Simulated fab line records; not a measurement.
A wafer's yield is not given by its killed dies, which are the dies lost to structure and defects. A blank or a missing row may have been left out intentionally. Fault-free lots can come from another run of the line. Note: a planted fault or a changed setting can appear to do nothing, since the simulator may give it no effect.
Which of the tools did it? -- flow n5Finfet -- 72 wafers from 24 lots sampled at 4 of the route's 1938 steps

## WHAT EACH GAUGE READ, for each wafer
N5_BEOL_M3_INSPECT_30: inspects for defects (brightfield).
lot,measured,on,rawDefectCount
L074,day 7 04:48,defectInspect-01,420 280 325
L075,day 7 12:31,defectInspect-01,384 351 434
L076,day 7 20:46,defectInspect-02,325 358 310
L078,day 7 20:50,defectInspect-02,466 280 318
L077,day 7 21:01,defectInspect-01,608 491 579
L079,day 8 09:17,defectInspect-01,449 461 342
L080,day 8 12:52,defectInspect-02,512 362 418
L081,day 8 19:22,defectInspect-01,439 500 423
L082,day 9 03:52,defectInspect-01,489 338 336
L083,day 9 09:53,defectInspect-01,405 357 350
L084,day 9 16:19,defectInspect-01,410 353 337
L085,day 9 19:52,defectInspect-01,285 447 448
L086,day 9 23:04,defectInspect-01,449 421 415
L087,day 10 03:40,defectInspect-02,420 370 386
L088,day 10 07:41,defectInspect-01,319 283 294
L089,day 11 03:10,defectInspect-02,383 432 344
L090,day 11 04:42,defectInspect-02,297 426 283
L092,day 11 18:40,defectInspect-01,277 475 407
L091,day 12 00:24,defectInspect-02,429 399 445
L093,day 12 06:39,defectInspect-02,337 352 337
L094,day 12 07:01,defectInspect-01,446 550 504
L095,day 12 14:19,defectInspect-01,369 368 409
L097,day 12 14:55,defectInspect-01,314 306 327
L096,day 12 14:58,defectInspect-01,414 480 501

N5_BEOL_M3_OCD_MEAS_38.
lot,measured,on,trenchDepthNm (nm)
L074,day 7 06:39,ocd-02,54.2 54.9 54.1
L075,day 7 14:34,ocd-02,54.3 53.9 55.2
L076,day 7 22:34,ocd-02,55.1 54.6 55.3
L078,day 7 22:50,ocd-01,54.0 54.4 54.6
L077,day 7 23:04,ocd-02,54.5 55.2 54.1
L079,day 8 09:59,ocd-01,56.4 55.6 54.5
L080,day 8 17:23,ocd-02,54.7 55.0 54.9
L081,day 9 05:47,ocd-01,55.2 55.4 55.2
L082,day 9 06:24,ocd-02,56.3 53.9 54.6
L083,day 9 10:47,ocd-01,55.4 55.6 55.4
L084,day 9 21:55,ocd-02,56.1 54.8 53.9
L085,day 10 01:37,ocd-02,55.8 55.1 54.3
L086,day 10 01:08,ocd-01,54.0 54.9 55.0
L087,day 10 09:44,ocd-02,55.5 54.0 55.1
L088,day 10 10:13,ocd-01,54.0 55.2 55.7
L089,day 11 17:33,ocd-01,56.6 56.0 55.3
L090,day 11 17:33,ocd-02,55.4 55.5 57.1
L092,day 11 20:41,ocd-02,55.6 54.4 54.9
L091,day 12 01:47,ocd-02,55.5 54.4 55.8
L093,day 12 07:35,ocd-02,56.0 55.4 55.3
L094,day 12 18:59,ocd-01,56.7 54.6 53.5
L095,day 12 23:30,ocd-02,54.8 55.0 53.8
L097,day 12 22:25,ocd-01,55.2 54.4 55.8
L096,day 12 23:16,ocd-02,55.3 55.2 54.1

## TOOL THAT RAN EACH LOT (tool first, then ch and the chambers of the sampled wafers, then the start)
lot,N5_BEOL_M3_ETCHBACK_99,N5_BEOL_M3_ETCH_70
L074,"rieDiel-05 ch 0,3, day 7 06:16","rieDiel-05 ch 0,3, day 7 06:18"
L075,"rieDiel-06 ch 1,2, day 7 14:10","rieDiel-06 ch 1,2, day 7 14:12"
L076,"rieDiel-02 ch 0,1,2, day 7 22:11","rieDiel-02 ch 0,1,2, day 7 22:13"
L078,"rieDiel-05 ch 0,2,3, day 7 22:27","rieDiel-05 ch 0,2,3, day 7 22:29"
L077,"rieDiel-06 ch 0,1,3, day 7 22:40","rieDiel-06 ch 0,1,3, day 7 22:42"
L079,"rieDiel-02 ch 0,2,3, day 8 09:36","rieDiel-02 ch 0,2,3, day 8 09:38"
L080,"rieDiel-02 ch 0,1,2, day 8 17:00","rieDiel-02 ch 0,1,2, day 8 17:02"
L081,"rieDiel-06 ch 0,1, day 9 05:24","rieDiel-06 ch 0,1, day 9 05:26"
L082,"rieDiel-02 ch 1,2,3, day 9 06:01","rieDiel-02 ch 1,2,3, day 9 06:03"
L083,"rieDiel-06 ch 1,2,3, day 9 10:23","rieDiel-06 ch 1,2,3, day 9 10:26"
L084,"rieDiel-02 ch 2,3, day 9 21:31","rieDiel-02 ch 2,3, day 9 21:34"
L085,"rieDiel-05 ch 0,1,3, day 10 01:13","rieDiel-05 ch 0,1,3, day 10 01:16"
L086,"rieDiel-02 ch 0,2, day 10 00:45","rieDiel-02 ch 0,2, day 10 00:47"
L087,"rieDiel-02 ch 0,2,3, day 10 09:20","rieDiel-02 ch 0,2,3, day 10 09:22"
L088,"rieDiel-06 ch 0,1, day 10 09:49","rieDiel-06 ch 0,1, day 10 09:52"
L089,"rieDiel-02 ch 0,2,3, day 11 17:10","rieDiel-02 ch 0,2,3, day 11 17:12"
L090,"rieDiel-06 ch 0,2,3, day 11 17:10","rieDiel-06 ch 0,2,3, day 11 17:12"
L092,"rieDiel-05 ch 0,1,2, day 11 20:17","rieDiel-05 ch 0,1,2, day 11 20:20"
L091,"rieDiel-02 ch 1,2,3, day 12 01:24","rieDiel-02 ch 1,2,3, day 12 01:26"
L093,"rieDiel-05 ch 1,2,3, day 12 07:11","rieDiel-05 ch 1,2,3, day 12 07:13"
L094,"rieDiel-06 ch 1,2,3, day 12 18:35","rieDiel-06 ch 1,2,3, day 12 18:37"
L095,"rieDiel-05 ch 0,2,3, day 12 23:07","rieDiel-05 ch 0,2,3, day 12 23:09"
L097,"rieDiel-02 ch 0,2,3, day 12 22:01","rieDiel-02 ch 0,2,3, day 12 22:04"
L096,"rieDiel-02 ch 0,1,2, day 12 22:52","rieDiel-02 ch 0,1,2, day 12 22:55"
- N5_BEOL_M3_ETCHBACK_99: etches SiO2 in CHF3, target depth 5 nm, time 10.4 s.
- N5_BEOL_M3_ETCH_70: etches SOC in N2/H2, target depth 80 nm, overetch 16 nm, time 120 s.

## WHAT THE TOOLS THEMSELVES READ (means of the sampled wafers that have a number; where no wafer has one, the mark that the record gives instead)
N5_BEOL_M3_ETCHBACK_99.
lot,tool,drypumpMotorCurrentA (A),mfcArSccm (sccm),oesProductAu (a.u.),rfVppV (V),showerheadPlenumPTorr (Torr),throttleValvePct (%)
L074,rieDiel-05,6.2,200.6,0.75,240.1,2.23,17.35
L075,rieDiel-06,5.7,200.3,0.70,241.8,2.18,17.25
L076,rieDiel-02,5.7,200.7,0.74,240.2,2.17,17.12
L078,rieDiel-05,6.1,199.7,0.74,240.2,2.23,17.24
L077,rieDiel-06,5.3,200.5,0.78,240.4,2.19,17.24
L079,rieDiel-02,5.9,200.4,0.82,239.5,2.20,17.04
L080,rieDiel-02,5.7,200.1,0.74,238.8,2.17,17.13
L081,rieDiel-06,5.3,199.0,0.77,240.9,2.15,17.20
L082,rieDiel-02,5.7,199.6,0.81,242.1,2.26,16.98
L083,rieDiel-06,5.7,200.1,0.69,240.5,2.18,17.33
L084,rieDiel-02,5.9,200.0,0.86,241.8,2.28,16.90
L085,rieDiel-05,6.1,200.4,0.75,239.6,2.15,17.31
L086,rieDiel-02,5.6,199.9,0.74,238.8,2.18,17.22
L087,rieDiel-02,5.9,199.4,0.79,239.6,2.19,17.06
L088,rieDiel-06,5.1,200.1,0.80,241.4,2.17,17.16
L089,rieDiel-02,5.9,200.2,0.78,239.6,2.19,17.08
L090,rieDiel-06,5.5,200.4,0.84,240.9,2.20,17.16
L092,rieDiel-05,5.9,199.9,0.73,239.3,2.14,17.23
L091,rieDiel-02,5.7,200.0,0.79,243.0,2.25,17.01
L093,rieDiel-05,6.3,200.2,0.72,240.1,2.14,17.34
L094,rieDiel-06,5.7,200.4,0.77,240.5,2.18,17.24
L095,rieDiel-05,6.0,200.1,0.71,240.1,2.21,17.31
L097,rieDiel-02,5.9,199.7,0.77,238.5,2.19,17.10
L096,rieDiel-02,5.7,199.6,0.71,239.6,2.16,17.18

N5_BEOL_M3_ETCH_70.
lot,tool,drypumpMotorCurrentA (A),oesProductAu (a.u.),rfVppV (V),showerheadPlenumPTorr (Torr),throttleValvePct (%)
L074,rieDiel-05,6.3,0.58,527.2,2.64,18.13
L075,rieDiel-06,5.7,0.54,525.4,2.58,18.03
L076,rieDiel-02,5.7,0.57,525.0,2.57,17.91
L078,rieDiel-05,6.1,0.57,526.5,2.64,18.01
L077,rieDiel-06,5.4,0.59,525.1,2.58,18.06
L079,rieDiel-02,5.9,0.63,525.4,2.59,17.78
L080,rieDiel-02,5.7,0.57,524.9,2.57,17.91
L081,rieDiel-06,5.3,0.59,523.2,2.54,17.96
L082,rieDiel-02,5.7,0.62,526.8,2.66,17.74
L083,rieDiel-06,5.7,0.53,525.2,2.58,18.11
L084,rieDiel-02,5.9,0.66,527.6,2.68,17.62
L085,rieDiel-05,6.1,0.58,523.3,2.54,18.08
L086,rieDiel-02,5.6,0.57,524.2,2.57,17.95
L087,rieDiel-02,5.9,0.60,525.0,2.59,17.80
L088,rieDiel-06,5.1,0.62,525.2,2.56,17.99
L089,rieDiel-02,5.9,0.60,525.5,2.58,17.81
L090,rieDiel-06,5.5,0.65,525.9,2.60,18.02
L092,rieDiel-05,5.9,0.57,524.1,2.53,17.97
L091,rieDiel-02,5.7,0.60,526.5,2.65,17.77
L093,rieDiel-05,6.3,0.56,522.8,2.52,18.10
L094,rieDiel-06,5.6,0.59,524.1,2.57,18.01
L095,rieDiel-05,6.1,0.55,527.0,2.62,18.07
L097,rieDiel-02,5.9,0.59,524.8,2.58,17.84
L096,rieDiel-02,5.7,0.55,524.0,2.56,17.97

## THE ANSWER, worked out from the rows above alone
Rule: what is usual is taken from the lots themselves. Put in order of their means at a reading, lots are off if they are a third of the lots or fewer, leave a main group of 4 or more, and stand apart from it by a gap of 3 or more times the standard deviation of the main group's means; of several such gaps the widest counts. Not used: any main group whose means are identical at the precision the tables above print for the reading. Also off: a lot with no number at a reading for which 4 or more lots have one. Any other lot the step has rows for is counted as sound. After the gauges, taken in route order, come the tools' own readings; for these a lot's mean is taken, as printed above. The first step at which some lot is off is used, and at that step the reading that is off furthest; a lot without a number counts as furthest.
Across all readings shown, no lot is off: no conclusion can be drawn from this.

## WHAT THE SIMULATOR HAD INSERTED
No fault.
